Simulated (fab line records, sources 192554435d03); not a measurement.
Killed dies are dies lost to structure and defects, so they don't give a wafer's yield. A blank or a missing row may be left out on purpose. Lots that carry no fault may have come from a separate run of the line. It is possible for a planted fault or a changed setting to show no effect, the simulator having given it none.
Chamber matching || flow n5Finfet || N5_BEOL_M11_ALD_74 on aldMetal-01: 4 sister chambers
The step deposits TaN, target thk 2 nm, pulse time 2 s, purge time 3 s. 8 wafers are shown with their chamber, then 11 later ones without.

== WAFERS, EACH WITH ITS CHAMBER ==
{"wafer": "L079.2", "chamber": 0, "heaterPowerW (W)": 426, "precursorVesselTempC (C)": 75.10}
{"wafer": "L081.6", "chamber": 2, "heaterPowerW (W)": 531, "precursorVesselTempC (C)": 75.07}
{"wafer": "L080.2", "chamber": 1, "heaterPowerW (W)": 439, "precursorVesselTempC (C)": 74.99}
{"wafer": "L080.4", "chamber": 1, "heaterPowerW (W)": 450, "precursorVesselTempC (C)": 75.12}
{"wafer": "L084.1", "chamber": 2, "heaterPowerW (W)": 528, "precursorVesselTempC (C)": 75.19}
{"wafer": "L084.3", "chamber": 3, "heaterPowerW (W)": 441, "precursorVesselTempC (C)": 74.83}
{"wafer": "L084.6", "chamber": 0, "heaterPowerW (W)": 435, "precursorVesselTempC (C)": 75.03}
{"wafer": "L082.1", "chamber": 3, "heaterPowerW (W)": 452, "precursorVesselTempC (C)": 75.14}

== WAFERS WITH NO CHAMBER GIVEN ==
{"wafer": "L082.3", "heaterPowerW (W)": 431, "precursorVesselTempC (C)": 74.99}
{"wafer": "L082.5", "heaterPowerW (W)": 519, "precursorVesselTempC (C)": 74.90}
{"wafer": "L092.1", "heaterPowerW (W)": 516, "precursorVesselTempC (C)": 75.00}
{"wafer": "L092.3", "heaterPowerW (W)": 447, "precursorVesselTempC (C)": 75.06}
{"wafer": "L092.4", "heaterPowerW (W)": 431, "precursorVesselTempC (C)": 74.99}
{"wafer": "L093.3", "heaterPowerW (W)": 433, "precursorVesselTempC (C)": 74.79}
{"wafer": "L093.5", "heaterPowerW (W)": 426, "precursorVesselTempC (C)": 75.01}
{"wafer": "L093.6", "heaterPowerW (W)": 457, "precursorVesselTempC (C)": 75.23}
{"wafer": "L096.1", "heaterPowerW (W)": 436, "precursorVesselTempC (C)": 74.97}
{"wafer": "L096.2", "heaterPowerW (W)": 526, "precursorVesselTempC (C)": 74.74}
{"wafer": "L096.4", "heaterPowerW (W)": 443, "precursorVesselTempC (C)": 74.73}

== CHAMBER TAKEN BY EACH ==
{"wafer": "L082.3", "from the rows above": "can't be placed: 0 or 1 or 3", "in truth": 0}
{"wafer": "L082.5", "from the rows above": 2, "in truth": 2}
{"wafer": "L092.1", "from the rows above": 2, "in truth": 2}
{"wafer": "L092.3", "from the rows above": "can't be placed: 1 or 3", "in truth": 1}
{"wafer": "L092.4", "from the rows above": "can't be placed: 0 or 1 or 3", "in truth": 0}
{"wafer": "L093.3", "from the rows above": "can't be placed: 0 or 3 or 1", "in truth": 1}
{"wafer": "L093.5", "from the rows above": 0, "in truth": 0}
{"wafer": "L093.6", "from the rows above": "can't be placed: 1 or 3 or 0", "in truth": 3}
{"wafer": "L096.1", "from the rows above": "can't be placed: 0 or 1 or 3", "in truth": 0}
{"wafer": "L096.2", "from the rows above": 2, "in truth": 2}
{"wafer": "L096.4", "from the rows above": "can't be placed: 3 or 1 or 0", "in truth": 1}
4 of 11 placed correctly. Not placeable from these rows: 7 (in 7, the candidates include the true chamber). Placed wrongly: 0.
How it was worked out, from the rows above alone: a wafer's distance from a chamber is the root of the sum, over the readings, of the square of ((its reading less the chamber's mean) divided by the reading's scatter). The wafer belongs to the nearest chamber; if the next one is less than 2 further off, it can't be placed. Each chamber's mean is taken over the wafers shown for it. How the scatter is found: for the shown wafers, subtract from each reading the mean of its chamber, square and add these, divide the total by (wafers less chambers), then take the root.
